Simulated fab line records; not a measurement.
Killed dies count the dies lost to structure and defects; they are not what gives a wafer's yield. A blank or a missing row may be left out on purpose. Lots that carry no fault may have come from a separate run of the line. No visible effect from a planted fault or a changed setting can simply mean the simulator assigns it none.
Matching of chambers :: flow n5_finfet :: N5_GATE_CUT_PECVD_57 on pecvd-02: 3 sister chambers
The step deposits SiNx from SiH4/NH3/N2, target thk 21 nm. 6 wafers are shown with their chamber, then 7 later ones without.

== WAFERS PAIRED WITH THEIR CHAMBERS ==
wafer: L077.2
chamber: 2
throttle_valve_pct (%): 40.1
showerhead_plenum_p_Torr (Torr): 5.20

wafer: L078.5
chamber: 2
throttle_valve_pct (%): 40.1
showerhead_plenum_p_Torr (Torr): 5.20

wafer: L081.2
chamber: 0
throttle_valve_pct (%): 39.9
showerhead_plenum_p_Torr (Torr): 5.24

wafer: L081.4
chamber: 1
throttle_valve_pct (%): 41.5
showerhead_plenum_p_Torr (Torr): 5.21

wafer: L082.1
chamber: 0
throttle_valve_pct (%): 39.6
showerhead_plenum_p_Torr (Torr): 5.23

wafer: L082.2
chamber: 1
throttle_valve_pct (%): 41.5
showerhead_plenum_p_Torr (Torr): 5.19

== WAFERS WITH NO CHAMBER GIVEN ==
wafer: L082.4
throttle_valve_pct (%): 40.0
showerhead_plenum_p_Torr (Torr): 5.23

wafer: L084.1
throttle_valve_pct (%): 40.2
showerhead_plenum_p_Torr (Torr): 5.20

wafer: L084.3
throttle_valve_pct (%): 41.6
showerhead_plenum_p_Torr (Torr): 5.19

wafer: L084.5
throttle_valve_pct (%): 40.3
showerhead_plenum_p_Torr (Torr): 5.21

wafer: L086.1
throttle_valve_pct (%): 39.7
showerhead_plenum_p_Torr (Torr): 5.22

wafer: L086.4
throttle_valve_pct (%): 39.9
showerhead_plenum_p_Torr (Torr): 5.22

wafer: L086.5
throttle_valve_pct (%): 41.8
showerhead_plenum_p_Torr (Torr): 5.19

== CHAMBER TAKEN BY EACH ==
wafer: L082.4
from the rows above: can't be placed: 0 or 2
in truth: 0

wafer: L084.1
from the rows above: 2
in truth: 2

wafer: L084.3
from the rows above: 1
in truth: 1

wafer: L084.5
from the rows above: 2
in truth: 2

wafer: L086.1
from the rows above: 0
in truth: 0

wafer: L086.4
from the rows above: can't be placed: 0 or 2
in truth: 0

wafer: L086.5
from the rows above: 1
in truth: 1
Correct placement for 5 of the 7. From these rows, 2 cannot be placed; in 2 the true chamber is one of the candidates. Wrongly placed: 0.
How it was worked out, from the rows above alone: a wafer's distance from a chamber is the root of the sum, over the readings, of the square of ((its reading less the chamber's mean) divided by the reading's scatter). The wafer belongs to the nearest chamber; if the next one is less than 2 further off, it can't be placed. Each chamber's mean is taken over the wafers shown for it. The scatter: take each reading less its chamber's mean, square it, sum over the shown wafers, divide by the number of wafers less the number of chambers, and take the root.
